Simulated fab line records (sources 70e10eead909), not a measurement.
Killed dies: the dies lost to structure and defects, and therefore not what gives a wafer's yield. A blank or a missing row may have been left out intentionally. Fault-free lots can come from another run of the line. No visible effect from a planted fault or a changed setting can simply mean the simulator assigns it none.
Which tool was responsible? :: flow nandHarc :: Sampling: 13 lots, 39 wafers, 5 of 1302 route steps

== WHAT THE GAUGES READ, wafer by wafer ==
NHARC_END_SORT_01. Usual: killedAtArray 55, standard deviation 17; killedAtOther 1.1, standard deviation 1.4; killedAtPeriphery 3.9, standard deviation 3; killedDies 59, standard deviation 17; killedOpen 3.5, standard deviation 2; killedShort 2.6, standard deviation 1.6.
lot: L397
measured: day 24 21:41
on: prober-01
killedAtArray: 70 62 62
killedAtOther: 0 1 0
killedAtPeriphery: 4 4 6
killedDies: 74 67 68
killedOpen: 4 2 5
killedShort: 4 3 2
flag: 

lot: L400
measured: day 25 15:58
on: prober-01
killedAtArray: 51 38 28
killedAtOther: 0 0 0
killedAtPeriphery: 3 2 5
killedDies: 54 40 33
killedOpen: 5 2 2
killedShort: 3 3 0
flag: 

lot: L401
measured: day 26 11:08
on: prober-01
killedAtArray: 32 60 47
killedAtOther: 5 5 1
killedAtPeriphery: 14 14 15
killedDies: 51 79 63
killedOpen: 1 4 5
killedShort: 4 6 2
flag: OFF

lot: L402
measured: day 26 11:11
on: prober-02
killedAtArray: 45 51 54
killedAtOther: 1 2 2
killedAtPeriphery: 8 6 5
killedDies: 54 59 61
killedOpen: 3 4 4
killedShort: 0 2 1
flag: 

lot: L403
measured: day 27 11:08
on: prober-02
killedAtArray: 45 50 40
killedAtOther: 1 0 3
killedAtPeriphery: 2 2 1
killedDies: 48 52 44
killedOpen: 4 6 4
killedShort: 1 2 2
flag: 

lot: L406
measured: day 28 10:04
on: prober-02
killedAtArray: 674 671 674
killedAtOther: 0 3 1
killedAtPeriphery: 3 3 2
killedDies: 677 677 677
killedOpen: 3 1 0
killedShort: 4 4 6
flag: OFF

lot: L407
measured: day 28 20:32
on: prober-01
killedAtArray: 8 17 18
killedAtOther: 1 1 2
killedAtPeriphery: 3 1 2
killedDies: 12 19 22
killedOpen: 4 1 3
killedShort: 0 2 1
flag: 

lot: L408
measured: day 28 20:35
on: prober-02
killedAtArray: 673 673 673
killedAtOther: 0 1 0
killedAtPeriphery: 4 3 4
killedDies: 677 677 677
killedOpen: 1 4 1
killedShort: 1 4 3
flag: OFF

lot: L415
measured: day 31 17:05
on: prober-02
killedAtArray: 67 76 73
killedAtOther: 0 0 0
killedAtPeriphery: 6 5 7
killedDies: 73 81 80
killedOpen: 5 2 3
killedShort: 0 3 1
flag: 

lot: L417
measured: day 32 08:38
on: prober-01
killedAtArray: 45 32 27
killedAtOther: 1 0 0
killedAtPeriphery: 3 1 6
killedDies: 49 33 33
killedOpen: 7 1 5
killedShort: 3 4 1
flag: 

lot: L416
measured: day 32 20:22
on: prober-01
killedAtArray: 61 76 82
killedAtOther: 0 0 0
killedAtPeriphery: 7 1 5
killedDies: 68 77 87
killedOpen: 2 2 4
killedShort: 2 0 2
flag: 

lot: L418
measured: day 33 11:46
on: prober-02
killedAtArray: 53 52 55
killedAtOther: 0 1 3
killedAtPeriphery: 3 11 11
killedDies: 56 64 69
killedOpen: 2 1 4
killedShort: 2 3 5
flag: 

lot: L420
measured: day 33 20:11
on: prober-02
killedAtArray: 61 53 54
killedAtOther: 0 2 2
killedAtPeriphery: 5 3 3
killedDies: 66 58 59
killedOpen: 5 4 3
killedShort: 1 1 3
flag: 

== WHAT TOOL EACH LOT RAN ON (gives the tool, then ch and the chambers of the sampled wafers, and finally the start) ==
lot: L397
NHARC_A_STAIRCASE_ALD_415: aldHk-04 ch 0,1,2, day 16 19:28
NHARC_A_STAIRCASE_ETCHBACK_416: rieDiel-08 ch 2,3, day 18 01:56 or earlier
NHARC_A_STAIRCASE_DEP_322: pecvd-04 ch 0,1, day 18 01:56
NHARC_A_STAIRCASE_CMP_152: cmp-03 ch 1,2, day 19 05:24

lot: L400
NHARC_A_STAIRCASE_ALD_415: aldHk-02 ch 1,2,3, day 18 15:41
NHARC_A_STAIRCASE_ETCHBACK_416: rieDiel-11 ch 1,3, day 19 11:11 or earlier
NHARC_A_STAIRCASE_DEP_322: pecvd-02 ch 0,1,2, day 19 11:11
NHARC_A_STAIRCASE_CMP_152: cmp-03 ch 0,1,2, day 20 09:33

lot: L401
NHARC_A_STAIRCASE_ALD_415: aldHk-01 ch 2,3, day 18 20:53
NHARC_A_STAIRCASE_ETCHBACK_416: rieDiel-11 ch 1,3, day 19 19:03 or earlier
NHARC_A_STAIRCASE_DEP_322: pecvd-03 ch 0,1,2, day 19 19:03
NHARC_A_STAIRCASE_CMP_152: cmp-04 ch 1,2,3, day 20 18:23

lot: L402
NHARC_A_STAIRCASE_ALD_415: aldHk-04 ch 0,1,3, day 18 23:31
NHARC_A_STAIRCASE_ETCHBACK_416: rieDiel-11 ch 1,3, day 19 19:13 or earlier
NHARC_A_STAIRCASE_DEP_322: pecvd-02 ch 0,2, day 19 19:13
NHARC_A_STAIRCASE_CMP_152: cmp-03 ch 2,3, day 20 18:12

lot: L403
NHARC_A_STAIRCASE_ALD_415: aldHk-01 ch 0,2,3, day 20 08:21
NHARC_A_STAIRCASE_ETCHBACK_416: rieDiel-12 ch 0,1,2, day 21 04:52 or earlier
NHARC_A_STAIRCASE_DEP_322: pecvd-04 ch 1,2, day 21 04:52
NHARC_A_STAIRCASE_CMP_152: cmp-04 ch 1,2,3, day 22 04:57

lot: L406
NHARC_A_STAIRCASE_ALD_415: aldHk-02 ch 0,1,3, day 21 08:00
NHARC_A_STAIRCASE_ETCHBACK_416: rieDiel-11 ch 0,1,3, day 22 06:07 or earlier
NHARC_A_STAIRCASE_DEP_322: pecvd-03 ch 0,2, day 22 06:07
NHARC_A_STAIRCASE_CMP_152: cmp-01 ch 1,2, day 23 05:34

lot: L407
NHARC_A_STAIRCASE_ALD_415: aldHk-02 ch 0,1,3, day 21 19:09
NHARC_A_STAIRCASE_ETCHBACK_416: rieDiel-11 ch 0,2, day 22 16:52 or earlier
NHARC_A_STAIRCASE_DEP_322: pecvd-04 ch 0,1, day 22 16:52
NHARC_A_STAIRCASE_CMP_152: cmp-04 ch 0,3, day 23 14:55

lot: L408
NHARC_A_STAIRCASE_ALD_415: aldHk-04 ch 0,1,2, day 21 21:40
NHARC_A_STAIRCASE_ETCHBACK_416: rieDiel-12 ch 0,2,3, day 22 00:20
NHARC_A_STAIRCASE_DEP_322: pecvd-02 ch 1,2, day 22 16:34
NHARC_A_STAIRCASE_CMP_152: cmp-03 ch 2,3, day 23 13:46

lot: L415
NHARC_A_STAIRCASE_ALD_415: aldHk-02 ch 0,3, day 24 19:15
NHARC_A_STAIRCASE_ETCHBACK_416: rieDiel-08 ch 1,3, day 25 17:50 or earlier
NHARC_A_STAIRCASE_DEP_322: pecvd-03 ch 0,1,2, day 25 17:50
NHARC_A_STAIRCASE_CMP_152: cmp-01 ch 1,2,3, day 26 14:14

lot: L417
NHARC_A_STAIRCASE_ALD_415: aldHk-01 ch 1,2,3, day 25 04:33
NHARC_A_STAIRCASE_ETCHBACK_416: rieDiel-12 ch 0,1,2, day 26 05:09 or earlier
NHARC_A_STAIRCASE_DEP_322: pecvd-03 ch 0,1,2, day 26 05:09
NHARC_A_STAIRCASE_CMP_152: cmp-03 ch 0,2,3, day 27 02:16

lot: L416
NHARC_A_STAIRCASE_ALD_415: aldHk-01 ch 1,2,3, day 25 06:54
NHARC_A_STAIRCASE_ETCHBACK_416: rieDiel-11 ch 0,1,3, day 26 05:10 or earlier
NHARC_A_STAIRCASE_DEP_322: pecvd-02 ch 0,1,2, day 26 05:10
NHARC_A_STAIRCASE_CMP_152: cmp-01 ch 0,2,3, day 27 02:34

lot: L418
NHARC_A_STAIRCASE_ALD_415: aldHk-04 ch 0,1,2, day 25 22:43
NHARC_A_STAIRCASE_ETCHBACK_416: rieDiel-08 ch 1,2,3, day 26 20:41 or earlier
NHARC_A_STAIRCASE_DEP_322: pecvd-04 ch 0,1,2, day 26 20:41
NHARC_A_STAIRCASE_CMP_152: cmp-01 ch 0,2,3, day 27 20:14

lot: L420
NHARC_A_STAIRCASE_ALD_415: aldHk-01 ch 0,1,2, day 26 17:54
NHARC_A_STAIRCASE_ETCHBACK_416: rieDiel-08 ch 0,1,3, day 27 14:17 or earlier
NHARC_A_STAIRCASE_DEP_322: pecvd-02 ch 0,1,2, day 27 14:17
NHARC_A_STAIRCASE_CMP_152: cmp-03 ch 1,2,3, day 28 13:58
- NHARC_A_STAIRCASE_ALD_415: deposits SiO2, target thk 30 nm, pulse time 6 s, ald cycles 300.
- NHARC_A_STAIRCASE_ETCHBACK_416: etches the open film in C4F8/O2/Ar, target depth 36 nm, time 7.2 s.
- NHARC_A_STAIRCASE_DEP_322: deposits SiO2, target thk 7200 nm.
- NHARC_A_STAIRCASE_CMP_152: polishes.

== WHAT THE TOOLS THEMSELVES READ (means of the sampled wafers that have a number; where no wafer has one, the mark that the record gives instead) ==
NHARC_A_STAIRCASE_ALD_415. Usual: heaterPowerW 485 W, standard deviation 66; precursorPulseHeightRel 1.002, standard deviation 0.02.
lot: L397
tool: aldHk-04
heaterPowerW (W): 456
precursorPulseHeightRel: 0.990
flag: 

lot: L400
tool: aldHk-02
heaterPowerW (W): 450
precursorPulseHeightRel: 1.009
flag: 

lot: L401
tool: aldHk-01
heaterPowerW (W): 497
precursorPulseHeightRel: 0.994
flag: 

lot: L402
tool: aldHk-04
heaterPowerW (W): 451
precursorPulseHeightRel: 1.022
flag: 

lot: L403
tool: aldHk-01
heaterPowerW (W): 540
precursorPulseHeightRel: 1.001
flag: 

lot: L406
tool: aldHk-02
heaterPowerW (W): 468
precursorPulseHeightRel: 0.992
flag: 

lot: L407
tool: aldHk-02
heaterPowerW (W): 469
precursorPulseHeightRel: 1.012
flag: 

lot: L408
tool: aldHk-04
heaterPowerW (W): 464
precursorPulseHeightRel: 0.994
flag: 

lot: L415
tool: aldHk-02
heaterPowerW (W): 477
precursorPulseHeightRel: 1.008
flag: 

lot: L417
tool: aldHk-01
heaterPowerW (W): 509
precursorPulseHeightRel: 0.997
flag: 

lot: L416
tool: aldHk-01
heaterPowerW (W): 506
precursorPulseHeightRel: 0.983
flag: 

lot: L418
tool: aldHk-04
heaterPowerW (W): 468
precursorPulseHeightRel: 1.014
flag: 

lot: L420
tool: aldHk-01
heaterPowerW (W): 549
precursorPulseHeightRel: 0.999
flag: 

NHARC_A_STAIRCASE_ETCHBACK_416. Usual: oesProductAu 0.932 a.u., standard deviation 0.022; rfVppV 723 V, standard deviation 5.1.
lot: L397
tool: rieDiel-08
oesProductAu (a.u.): 0.999
rfVppV (V): 721
flag: OFF

lot: L400
tool: rieDiel-11
oesProductAu (a.u.): 0.927
rfVppV (V): 723
flag: 

lot: L401
tool: rieDiel-11
oesProductAu (a.u.): 0.930
rfVppV (V): 724
flag: 

lot: L402
tool: rieDiel-11
oesProductAu (a.u.): 0.931
rfVppV (V): 723
flag: 

lot: L403
tool: rieDiel-12
oesProductAu (a.u.): 1.005
rfVppV (V): 725
flag: OFF

lot: L406
tool: rieDiel-11
oesProductAu (a.u.): 0.923
rfVppV (V): 721
flag: 

lot: L407
tool: rieDiel-11
oesProductAu (a.u.): 0.925
rfVppV (V): 725
flag: 

lot: L408
tool: rieDiel-12
oesProductAu (a.u.): 0.929
rfVppV (V): 722
flag: 

lot: L415
tool: rieDiel-08
oesProductAu (a.u.): 0.922
rfVppV (V): 721
flag: 

lot: L417
tool: rieDiel-12
oesProductAu (a.u.): 0.927
rfVppV (V): 724
flag: 

lot: L416
tool: rieDiel-11
oesProductAu (a.u.): 0.924
rfVppV (V): 721
flag: 

lot: L418
tool: rieDiel-08
oesProductAu (a.u.): 0.920
rfVppV (V): 724
flag: 

lot: L420
tool: rieDiel-08
oesProductAu (a.u.): 0.919
rfVppV (V): 725
flag: 

NHARC_A_STAIRCASE_DEP_322. Usual: heaterPowerW 621 W, standard deviation 88.
lot: L397
tool: pecvd-04
heaterPowerW (W): 566
flag: 

lot: L400
tool: pecvd-02
heaterPowerW (W): 660
flag: 

lot: L401
tool: pecvd-03
heaterPowerW (W): 603
flag: 

lot: L402
tool: pecvd-02
heaterPowerW (W): 665
flag: 

lot: L403
tool: pecvd-04
heaterPowerW (W): 601
flag: 

lot: L406
tool: pecvd-03
heaterPowerW (W): 599
flag: 

lot: L407
tool: pecvd-04
heaterPowerW (W): 600
flag: 

lot: L408
tool: pecvd-02
heaterPowerW (W): 697
flag: 

lot: L415
tool: pecvd-03
heaterPowerW (W): 601
flag: 

lot: L417
tool: pecvd-03
heaterPowerW (W): 663
flag: 

lot: L416
tool: pecvd-02
heaterPowerW (W): 703
flag: 

lot: L418
tool: pecvd-04
heaterPowerW (W): 616
flag: 

lot: L420
tool: pecvd-02
heaterPowerW (W): 666
flag: 

NHARC_A_STAIRCASE_CMP_152. Usual: edgeZonePressureFrac 1.000, standard deviation 0.0052; motorCurrentA 12.3 A, standard deviation 1.3.
lot: L397
tool: cmp-03
edgeZonePressureFrac: 0.995
motorCurrentA (A): 11.5
flag: 

lot: L400
tool: cmp-03
edgeZonePressureFrac: 0.998
motorCurrentA (A): 12.5
flag: 

lot: L401
tool: cmp-04
edgeZonePressureFrac: 0.999
motorCurrentA (A): 12.4
flag: 

lot: L402
tool: cmp-03
edgeZonePressureFrac: 1.007
motorCurrentA (A): 11.4
flag: 

lot: L403
tool: cmp-04
edgeZonePressureFrac: 1.000
motorCurrentA (A): 12.4
flag: 

lot: L406
tool: cmp-01
edgeZonePressureFrac: -
motorCurrentA (A): -
flag: OFF

lot: L407
tool: cmp-04
edgeZonePressureFrac: 0.999
motorCurrentA (A): 12.5
flag: 

lot: L408
tool: cmp-03
edgeZonePressureFrac: -
motorCurrentA (A): -
flag: OFF

lot: L415
tool: cmp-01
edgeZonePressureFrac: 1.002
motorCurrentA (A): 12.7
flag: 

lot: L417
tool: cmp-03
edgeZonePressureFrac: 1.001
motorCurrentA (A): 11.9
flag: 

lot: L416
tool: cmp-01
edgeZonePressureFrac: 1.000
motorCurrentA (A): 13.2
flag: 

lot: L418
tool: cmp-01
edgeZonePressureFrac: 1.000
motorCurrentA (A): 13.3
flag: 

lot: L420
tool: cmp-03
edgeZonePressureFrac: 0.998
motorCurrentA (A): 11.5
flag: 

== THE ANSWER, worked out from the rows above alone ==
Rule: take the mean of a lot's wafers that have a number; if it is more than 3 standard deviations from the usual mean, the lot is off. Also off: a lot with no number at a reading for which 4 or more lots have one. The other lots that the step has rows for count as sound. The gauges are gone through in route order, then the tools' own readings, and for those a lot's mean is taken as printed above. The first step at which some lot is off is used, and at that step the reading that is off furthest; a lot without a number counts as furthest.
Off: L406, L408, at NHARC_END_SORT_01 (killedAtArray).
A tool fits if, at a process step before that reading, it ran every lot that is off, and no sound lot after the first of them. The gauges at NHARC_END_SORT_01 aren't tried: what is off there is off at NHARC_A_STAIRCASE_CMP_152 too, on other tools, and a gauge's error can't cause that. NHARC_A_STAIRCASE_ETCHBACK_416 gives no start for some lots, so the hours and the order of its lots are those of NHARC_A_STAIRCASE_DEP_322. Of those tried, none fits.

== WHAT THE SIMULATOR HAD PUT IN ==
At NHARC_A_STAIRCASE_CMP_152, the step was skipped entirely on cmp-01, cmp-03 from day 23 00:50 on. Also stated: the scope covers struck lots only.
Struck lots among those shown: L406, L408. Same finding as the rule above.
